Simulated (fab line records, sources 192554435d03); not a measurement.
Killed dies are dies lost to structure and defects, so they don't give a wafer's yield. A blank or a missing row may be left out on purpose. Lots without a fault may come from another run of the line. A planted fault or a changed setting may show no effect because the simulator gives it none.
One fault seen from 2 desks | flow n5_finfet | each desk has only its own numbers; what lay behind them comes last

THE METROLOGY DESK
What the gauges read, lot by lot, whatever tool the lot ran on: means of the sampled wafers that have a number. A lot is out of limits, marked OUT, if its mean lies more than 4 standard deviations from the usual mean; the brackets give that distance. Of its 17 readings 7 are shown: the one that was out of limits first, and those that lie furthest out on some lot.
Columns: A = IOFF_N at N5_BEOL_M4_RC_MEAS_101, usual 0.16 nA/um; B = IOFF_N_85C at N5_BEOL_M4_RC_MEAS_101, usual 3.2 nA/um; C = IOFF_N_LIN at N5_BEOL_M4_RC_MEAS_101, usual 0.076 nA/um; D = IOFF_N_LONG at N5_BEOL_M4_RC_MEAS_101, usual 5.56e-05 nA/um; E = VT_N at N5_BEOL_M4_RC_MEAS_101, usual 249 mV; F = VT_N_LONG at N5_BEOL_M4_RC_MEAS_101, usual 274.7 mV; G = VT_N_LVT at N5_BEOL_M4_RC_MEAS_101, usual 98 mV
lot  | first seen here | A    | B   | C                | D                  | E              | F                | G
L756 | day 10 20:59    | 0.17 | 3.3 | 0.080            | 5.47e-05           | 249            | 276.1            | 100
L759 | day 11 20:04    | 0.20 | 3.9 | 0.089            | 5.36e-05           | 246            | 275.4            | 95
L768 | day 13 09:17    | 0.24 | 4.5 | 0.119            | 8.72e-05 (+13) OUT | 238            | 262.2 (-6.2) OUT | 84
L766 | day 13 15:51    | 0.15 | 2.9 | 0.074            | 6.23e-05           | 249            | 271.1            | 97
L765 | day 14 01:37    | 0.17 | 3.3 | 0.087            | 9.01e-05 (+14) OUT | 242            | 261.9 (-6.4) OUT | 91
L770 | day 15 11:49    | 0.34 | 6.0 | 0.157 (+5.1) OUT | 9.73e-05 (+17) OUT | 232 (-4.6) OUT | 259.0 (-7.9) OUT | 78 (-5.1) OUT
L776 | day 15 22:50    | 0.18 | 3.4 | 0.082            | 5.42e-05           | 248            | 275.9            | 97
L775 | day 17 04:29    | 0.16 | 3.1 | 0.074            | 5.48e-05           | 250            | 274.9            | 101
This desk's finding: out of limits on L765, L768, L770; first on L768, day 13 09:17 (IOFF_N_LONG at N5_BEOL_M4_RC_MEAS_101). In limits: L756, L759, L766, L776, L775.

THE TOOL OWNER'S DESK: ald_metal-02
The tool's own readings at N5_HKMG_FIN_ALD_91 (deposits TiN, target thk 1 nm, pulse time 1 s, purge time 3 s): means of the sampled wafers that have a number, for each lot that ran on this tool. A lot is out of limits, marked OUT, if its mean lies more than 4 standard deviations from the usual mean; the brackets give that distance.
Columns: A = chamber_pressure_Torr at N5_HKMG_FIN_ALD_91, usual 3.000 Torr; B = heater_power_outer_w at N5_HKMG_FIN_ALD_91, usual 532 W; C = heater_power_w at N5_HKMG_FIN_ALD_91, usual 871 W; D = precursor_pulse_height_rel at N5_HKMG_FIN_ALD_91, usual 0.998; E = susceptor_temp_C at N5_HKMG_FIN_ALD_91, usual 399.99 C
lot  | first seen here | A     | B   | C    | D     | E
L756 | day 4 02:15     | 3.001 | 557 | 874  | 1.009 | 400.07
L759 | day 4 20:20     | 3.000 | 526 | 895  | 1.004 | 399.89
L765 | day 6 07:21     | 2.995 | 573 | 939  | 1.016 | 399.85
L768 | day 7 04:21     | 3.005 | 670 | 1058 | 0.996 | 399.88
L770 | day 7 14:05     | 3.008 | 666 | 1086 | 1.015 | 400.10
This desk's finding: nothing out of limits on any of the 5 lots.

PUT TOGETHER
The metrology desk could have raised an alarm at day 13 09:17, on L765, L768, L770.
The tool owner's desk saw nothing out of limits.
The tool owner's desk has L765, L768, L770 on record, within its limits.
Of the lots named, all ran N5_HKMG_FIN_ALD_91 on ald_metal-02.

WHAT THE SIMULATOR HAD PUT IN
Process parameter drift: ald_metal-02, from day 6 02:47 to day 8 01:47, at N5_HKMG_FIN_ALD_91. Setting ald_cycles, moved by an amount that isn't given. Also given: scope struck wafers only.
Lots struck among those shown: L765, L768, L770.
Hours from the fault's start to each desk's first reading out of limits: the metrology desk, 175.
